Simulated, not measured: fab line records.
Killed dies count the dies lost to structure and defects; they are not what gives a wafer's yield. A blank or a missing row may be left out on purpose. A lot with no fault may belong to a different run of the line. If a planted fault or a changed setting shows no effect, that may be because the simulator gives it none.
Which of the tools did it? || flow nandHarc || 36 wafers from 12 lots sampled at 5 of the route's 1159 steps

## WHAT THE GAUGES READ, wafer by wafer
NHARC_A_BONDPAD_CD_MEAS_09: the cd target is 500 nm.
{"lot": "L337", "measured": "day 18 11:37", "on": "cdSem-02", "cdNm (nm)": "499.1 498.6 500.9"}
{"lot": "L335", "measured": "day 18 13:41", "on": "cdSem-02", "cdNm (nm)": "499.3 494.6 497.6"}
{"lot": "L336", "measured": "day 18 16:59", "on": "cdSem-03", "cdNm (nm)": "503.5 501.8 499.0"}
{"lot": "L339", "measured": "day 18 18:49", "on": "cdSem-02", "cdNm (nm)": "500.9 499.4 499.2"}
{"lot": "L338", "measured": "day 19 03:10", "on": "cdSem-03", "cdNm (nm)": "495.9 495.0 495.1"}
{"lot": "L340", "measured": "day 19 05:52", "on": "cdSem-01", "cdNm (nm)": "496.3 500.1 494.7"}
{"lot": "L341", "measured": "day 19 08:43", "on": "cdSem-02", "cdNm (nm)": "499.6 501.5 500.3"}
{"lot": "L342", "measured": "day 19 18:43", "on": "cdSem-01", "cdNm (nm)": "504.0 502.6 502.8"}
{"lot": "L345", "measured": "day 20 06:06", "on": "cdSem-02", "cdNm (nm)": "500.2 502.1 500.7"}
{"lot": "L344", "measured": "day 20 06:39", "on": "cdSem-02", "cdNm (nm)": "496.2 497.1 498.7"}
{"lot": "L348", "measured": "day 20 18:04", "on": "cdSem-02", "cdNm (nm)": "497.2 497.2 499.0"}
{"lot": "L349", "measured": "day 22 08:03", "on": "cdSem-03", "cdNm (nm)": "499.0 500.7 498.7"}

NHARC_A_BONDPAD_OVL_MEAS_35.
{"lot": "L337", "measured": "day 18 11:43", "on": "overlay-02", "overlayXNm (nm)": "-8 -8 -8", "overlayYNm (nm)": "-8 -8 -9"}
{"lot": "L335", "measured": "day 18 13:46", "on": "overlay-01", "overlayXNm (nm)": "-4 -3 -3", "overlayYNm (nm)": "4 5 5"}
{"lot": "L336", "measured": "day 18 17:04", "on": "overlay-01", "overlayXNm (nm)": "0 0 0", "overlayYNm (nm)": "-9 -8 -9"}
{"lot": "L339", "measured": "day 18 18:55", "on": "overlay-01", "overlayXNm (nm)": "7 7 6", "overlayYNm (nm)": "2 2 1"}
{"lot": "L338", "measured": "day 19 03:15", "on": "overlay-02", "overlayXNm (nm)": "-1 -2 -1", "overlayYNm (nm)": "-13 -14 -13"}
{"lot": "L340", "measured": "day 19 05:56", "on": "overlay-01", "overlayXNm (nm)": "9 9 9", "overlayYNm (nm)": "4 4 3"}
{"lot": "L341", "measured": "day 19 08:49", "on": "overlay-02", "overlayXNm (nm)": "6 5 6", "overlayYNm (nm)": "0 0 0"}
{"lot": "L342", "measured": "day 19 18:47", "on": "overlay-01", "overlayXNm (nm)": "-6 -5 -6", "overlayYNm (nm)": "4 4 4"}
{"lot": "L345", "measured": "day 20 06:11", "on": "overlay-01", "overlayXNm (nm)": "-2 -3 -2", "overlayYNm (nm)": "-1 -1 -1"}
{"lot": "L344", "measured": "day 20 06:44", "on": "overlay-01", "overlayXNm (nm)": "-9 -9 -10", "overlayYNm (nm)": "9 9 9"}
{"lot": "L348", "measured": "day 20 18:09", "on": "overlay-02", "overlayXNm (nm)": "0 0 0", "overlayYNm (nm)": "-1 -2 -1"}
{"lot": "L349", "measured": "day 22 08:08", "on": "overlay-01", "overlayXNm (nm)": "-4 -4 -4", "overlayYNm (nm)": "8 7 7"}

NHARC_END_SORT_01.
{"lot": "L336", "measured": "day 20 10:46", "on": "prober-01", "defectLimitedYield (%)": "96.8 97.0 97.0", "killedAtArray": "18 15 18", "killedAtOther": "0 1 0", "killedAtPeriphery": "4 4 2", "killedDies": "22 20 20", "killedOpen": "1 2 2", "killedShort": "4 1 4", "sort_bin_2_pct (%)": "0.9 0.6 0.6", "sort_bin_3_pct (%)": "0.15 0.15 0.30", "sort_bin_4_pct (%)": "2.2 2.2 2.1", "sortNPass": "655 657 657", "sortRimYieldPct (%)": "92.5 98.1 93.4", "sortYieldPct (%)": "96.8 97.0 97.0"}
{"lot": "L340", "measured": "day 21 04:46", "on": "prober-01", "defectLimitedYield (%)": "98.1 97.5 98.2", "killedAtArray": "7 15 10", "killedAtOther": "0 0 0", "killedAtPeriphery": "6 2 2", "killedDies": "13 17 12", "killedOpen": "2 1 1", "killedShort": "1 0 2", "sort_bin_2_pct (%)": "0.7 1.0 0.6", "sort_bin_3_pct (%)": "0 0 0.15", "sort_bin_4_pct (%)": "1.2 1.5 1.0", "sortNPass": "664 660 665", "sortRimYieldPct (%)": "99.1 98.1 99.1", "sortYieldPct (%)": "98.1 97.5 98.2"}
{"lot": "L342", "measured": "day 21 03:21", "on": "prober-02", "defectLimitedYield (%)": "93.9 96.0 96.3", "killedAtArray": "37 26 22", "killedAtOther": "0 0 0", "killedAtPeriphery": "4 1 3", "killedDies": "41 27 25", "killedOpen": "5 2 1", "killedShort": "5 2 3", "sort_bin_2_pct (%)": "1.3 1.2 1.3", "sort_bin_3_pct (%)": "0.74 0.44 0.44", "sort_bin_4_pct (%)": "4.0 2.4 1.9", "sortNPass": "636 650 652", "sortRimYieldPct (%)": "98.1 99.1 97.2", "sortYieldPct (%)": "93.9 96.0 96.3"}
{"lot": "L345", "measured": "day 21 12:00", "on": "prober-02", "defectLimitedYield (%)": "93.4 95.0 93.6", "killedAtArray": "37 27 36", "killedAtOther": "1 1 0", "killedAtPeriphery": "7 6 7", "killedDies": "45 34 43", "killedOpen": "7 3 2", "killedShort": "2 0 2", "sort_bin_2_pct (%)": "1.8 0.9 1.8", "sort_bin_3_pct (%)": "0.30 0.44 0.44", "sort_bin_4_pct (%)": "4.6 3.7 4.1", "sortNPass": "632 643 634", "sortRimYieldPct (%)": "94.3 96.2 92.5", "sortYieldPct (%)": "93.4 95.0 93.6"}
{"lot": "L348", "measured": "day 22 01:23", "on": "prober-02", "defectLimitedYield (%)": "95.4 96.0 95.3", "killedAtArray": "24 23 23", "killedAtOther": "3 2 5", "killedAtPeriphery": "4 2 4", "killedDies": "31 27 32", "killedOpen": "2 7 3", "killedShort": "0 1 5", "sort_bin_2_pct (%)": "1.3 1.3 2.7", "sort_bin_3_pct (%)": "0 0.15 0.30", "sort_bin_4_pct (%)": "3.2 2.5 1.8", "sortNPass": "646 650 645", "sortRimYieldPct (%)": "93.4 93.4 95.3", "sortYieldPct (%)": "95.4 96.0 95.3"}
{"lot": "L349", "measured": "day 23 18:03", "on": "prober-01", "defectLimitedYield (%)": "95.3 94.7 0", "killedAtArray": "30 32 676", "killedAtOther": "0 2 1", "killedAtPeriphery": "2 2 0", "killedDies": "32 36 677", "killedOpen": "1 4 7", "killedShort": "0 4 2", "sort_bin_2_pct (%)": "1.8 1.6 96.8", "sort_bin_3_pct (%)": "0.15 0.30 0", "sort_bin_4_pct (%)": "2.8 3.4 3.2", "sortNPass": "645 641 0", "sortRimYieldPct (%)": "93.4 87.7 0", "sortYieldPct (%)": "95.3 94.7 0"}

## WHAT TOOL EACH LOT RAN ON (gives the tool, then ch and the chambers of the sampled wafers, and finally the start)
{"lot": "L337", "NHARC_A_M1_CMP_23": "cmp-04 ch 1,2, day 18 09:14", "NHARC_A_BONDPAD_ETCH_12": "rieDiel-01 ch 1,2,3, day 18 12:02"}
{"lot": "L335", "NHARC_A_M1_CMP_23": "cmp-03 ch 1,2,3, day 18 10:59", "NHARC_A_BONDPAD_ETCH_12": "rieDiel-01 ch 0,1,2, day 18 14:04"}
{"lot": "L336", "NHARC_A_M1_CMP_23": "cmp-04 ch 0,1,3, day 18 14:18", "NHARC_A_BONDPAD_ETCH_12": "rieDiel-01 ch 0,3, day 18 17:23"}
{"lot": "L339", "NHARC_A_M1_CMP_23": "cmp-03 ch 0,1, day 18 16:23", "NHARC_A_BONDPAD_ETCH_12": "rieDiel-01 ch 0,2, day 18 19:13"}
{"lot": "L338", "NHARC_A_M1_CMP_23": "cmp-03 ch 1,3, day 19 00:44", "NHARC_A_BONDPAD_ETCH_12": "rieDiel-01 ch 0,2, day 19 03:33"}
{"lot": "L340", "NHARC_A_M1_CMP_23": "cmp-04 ch 0,1,3, day 19 03:41", "NHARC_A_BONDPAD_ETCH_12": "rieDiel-01 ch 0,3, day 19 06:14"}
{"lot": "L341", "NHARC_A_M1_CMP_23": "cmp-03 ch 0,3, day 19 05:59", "NHARC_A_BONDPAD_ETCH_12": "rieDiel-01 ch 2,3, day 19 09:07"}
{"lot": "L342", "NHARC_A_M1_CMP_23": "cmp-03 ch 0,2,3, day 19 16:26", "NHARC_A_BONDPAD_ETCH_12": "rieDiel-01 ch 1,3, day 19 19:07"}
{"lot": "L345", "NHARC_A_M1_CMP_23": "cmp-04 ch 0,1,3, day 20 03:33", "NHARC_A_BONDPAD_ETCH_12": "rieDiel-13 ch 0,1,2, day 20 06:30"}
{"lot": "L344", "NHARC_A_M1_CMP_23": "cmp-03 ch 0,1,3, day 20 04:20", "NHARC_A_BONDPAD_ETCH_12": "rieDiel-13 ch 0,1,2, day 20 07:16"}
{"lot": "L348", "NHARC_A_M1_CMP_23": "cmp-03 ch 0,2, day 20 15:35", "NHARC_A_BONDPAD_ETCH_12": "rieDiel-01 ch 0,1, day 20 18:27"}
{"lot": "L349", "NHARC_A_M1_CMP_23": "cmp-03 ch 0,1, day 22 05:47", "NHARC_A_BONDPAD_ETCH_12": "rieDiel-01 ch 0,2,3, day 22 08:29"}
- NHARC_A_M1_CMP_23: polishes, t overpolish 20 s, target thk 154.34 nm.
- NHARC_A_BONDPAD_ETCH_12: etches the open film in CHF3/O2, target depth 220 nm, time 110 s.

## WHAT THE TOOLS THEMSELVES READ (means of the sampled wafers that have a number; where no wafer has one, the mark that the record gives instead)
NHARC_A_M1_CMP_23.
{"lot": "L337", "tool": "cmp-04", "motorCurrentA (A)": 10.7, "timeToEndpointS (s)": 27.4}
{"lot": "L335", "tool": "cmp-03", "motorCurrentA (A)": 12.1, "timeToEndpointS (s)": 28.9}
{"lot": "L336", "tool": "cmp-04", "motorCurrentA (A)": 11.3, "timeToEndpointS (s)": 27.7}
{"lot": "L339", "tool": "cmp-03", "motorCurrentA (A)": 12.1, "timeToEndpointS (s)": 29.6}
{"lot": "L338", "tool": "cmp-03", "motorCurrentA (A)": 13.1, "timeToEndpointS (s)": 26.4}
{"lot": "L340", "tool": "cmp-04", "motorCurrentA (A)": 11.5, "timeToEndpointS (s)": 28.6}
{"lot": "L341", "tool": "cmp-03", "motorCurrentA (A)": 11.5, "timeToEndpointS (s)": 31.8}
{"lot": "L342", "tool": "cmp-03", "motorCurrentA (A)": 11.2, "timeToEndpointS (s)": 25.9}
{"lot": "L345", "tool": "cmp-04", "motorCurrentA (A)": 11.5, "timeToEndpointS (s)": 27.9}
{"lot": "L344", "tool": "cmp-03", "motorCurrentA (A)": 12.5, "timeToEndpointS (s)": 26.1}
{"lot": "L348", "tool": "cmp-03", "motorCurrentA (A)": 11.2, "timeToEndpointS (s)": 30.3}
{"lot": "L349", "tool": "cmp-03", "motorCurrentA (A)": 12.9, "timeToEndpointS (s)": 28.8}

NHARC_A_BONDPAD_ETCH_12.
{"lot": "L337", "tool": "rieDiel-01", "chamberPressureMTorr (mTorr)": 24.977, "drypumpMotorCurrentA (A)": 6.0, "oesProductAu (a.u.)": 0.963, "rfFwdPowerW (W)": 496.8, "rfVppV (V)": 369.0, "showerheadPlenumPTorr (Torr)": 2.34, "throttleValvePct (%)": 20.572}
{"lot": "L335", "tool": "rieDiel-01", "chamberPressureMTorr (mTorr)": 24.997, "drypumpMotorCurrentA (A)": 5.9, "oesProductAu (a.u.)": 0.919, "rfFwdPowerW (W)": 497.0, "rfVppV (V)": 367.4, "showerheadPlenumPTorr (Torr)": 2.26, "throttleValvePct (%)": 20.570}
{"lot": "L336", "tool": "rieDiel-01", "chamberPressureMTorr (mTorr)": 25.011, "drypumpMotorCurrentA (A)": 5.4, "oesProductAu (a.u.)": 0.956, "rfFwdPowerW (W)": 497.5, "rfVppV (V)": 369.8, "showerheadPlenumPTorr (Torr)": 2.36, "throttleValvePct (%)": 20.561}
{"lot": "L339", "tool": "rieDiel-01", "chamberPressureMTorr (mTorr)": 25.018, "drypumpMotorCurrentA (A)": 5.8, "oesProductAu (a.u.)": 0.969, "rfFwdPowerW (W)": 495.3, "rfVppV (V)": 367.3, "showerheadPlenumPTorr (Torr)": 2.25, "throttleValvePct (%)": 20.578}
{"lot": "L338", "tool": "rieDiel-01", "chamberPressureMTorr (mTorr)": 24.988, "drypumpMotorCurrentA (A)": 5.8, "oesProductAu (a.u.)": 0.934, "rfFwdPowerW (W)": 495.2, "rfVppV (V)": 367.4, "showerheadPlenumPTorr (Torr)": 2.25, "throttleValvePct (%)": 20.578}
{"lot": "L340", "tool": "rieDiel-01", "chamberPressureMTorr (mTorr)": 25.007, "drypumpMotorCurrentA (A)": 5.5, "oesProductAu (a.u.)": 0.929, "rfFwdPowerW (W)": 497.2, "rfVppV (V)": 372.0, "showerheadPlenumPTorr (Torr)": 2.44, "throttleValvePct (%)": 20.575}
{"lot": "L341", "tool": "rieDiel-01", "chamberPressureMTorr (mTorr)": 25.008, "drypumpMotorCurrentA (A)": 5.8, "oesProductAu (a.u.)": 0.971, "rfFwdPowerW (W)": 496.7, "rfVppV (V)": 371.6, "showerheadPlenumPTorr (Torr)": 2.43, "throttleValvePct (%)": 20.572}
{"lot": "L342", "tool": "rieDiel-01", "chamberPressureMTorr (mTorr)": 24.994, "drypumpMotorCurrentA (A)": 5.8, "oesProductAu (a.u.)": 0.958, "rfFwdPowerW (W)": 496.0, "rfVppV (V)": 370.8, "showerheadPlenumPTorr (Torr)": 2.44, "throttleValvePct (%)": 20.567}
{"lot": "L345", "tool": "rieDiel-13", "chamberPressureMTorr (mTorr)": 24.989, "drypumpMotorCurrentA (A)": 5.9, "oesProductAu (a.u.)": 0.961, "rfFwdPowerW (W)": 497.7, "rfVppV (V)": 370.9, "showerheadPlenumPTorr (Torr)": 2.41, "throttleValvePct (%)": 20.573}
{"lot": "L344", "tool": "rieDiel-13", "chamberPressureMTorr (mTorr)": 25.029, "drypumpMotorCurrentA (A)": 6.0, "oesProductAu (a.u.)": 0.929, "rfFwdPowerW (W)": 497.1, "rfVppV (V)": 370.1, "showerheadPlenumPTorr (Torr)": 2.41, "throttleValvePct (%)": 20.572}
{"lot": "L348", "tool": "rieDiel-01", "chamberPressureMTorr (mTorr)": 25.002, "drypumpMotorCurrentA (A)": 5.9, "oesProductAu (a.u.)": 0.918, "rfFwdPowerW (W)": 497.6, "rfVppV (V)": 367.0, "showerheadPlenumPTorr (Torr)": 2.26, "throttleValvePct (%)": 20.573}
{"lot": "L349", "tool": "rieDiel-01", "chamberPressureMTorr (mTorr)": 24.996, "drypumpMotorCurrentA (A)": 5.7, "oesProductAu (a.u.)": 0.882, "rfFwdPowerW (W)": 430.5, "rfVppV (V)": 369.8, "showerheadPlenumPTorr (Torr)": 2.34, "throttleValvePct (%)": 20.575}

## THE ANSWER, worked out from the rows above alone
Rule: the lots themselves supply what counts as usual. Put in order of their means at a reading, lots are off if they are a third of the lots or fewer, leave a main group of 4 or more, and stand apart from it by a gap of 3 or more times the standard deviation of the main group's means; of several such gaps the widest counts. The tables above print the reading to a certain number of digits; a main group whose means all agree to those digits is not used. Also off: a lot with no number at a reading for which 4 or more lots have one. Where the step has rows for the other lots, those lots are counted as sound. Order of review: gauges by route order, followed by the tools' own readings, for which a lot's mean as printed above is used. The first step at which some lot is off is used, and at that step the reading that is off furthest; a lot without a number counts as furthest.
Off: L349 (NHARC_END_SORT_01, sort_bin_2_pct). The main group: mean 1.2 %, standard deviation 0.41. Neither off nor sound, because the step has no rows for them: L337, L335, L339, L338, L341, L344.
A tool fits if, at a process step before that reading, it ran every lot that is off, and no sound lot after the first of them. Not tried: the gauges at NHARC_END_SORT_01; whatever is off there is also off at NHARC_A_BONDPAD_ETCH_12, on other tools, and gauge error can't account for it. 2 tools fit, cmp-03 at NHARC_A_M1_CMP_23 and rieDiel-01 at NHARC_A_BONDPAD_ETCH_12, so this cannot tell which one it is.

## WHAT THE SIMULATOR PUT IN
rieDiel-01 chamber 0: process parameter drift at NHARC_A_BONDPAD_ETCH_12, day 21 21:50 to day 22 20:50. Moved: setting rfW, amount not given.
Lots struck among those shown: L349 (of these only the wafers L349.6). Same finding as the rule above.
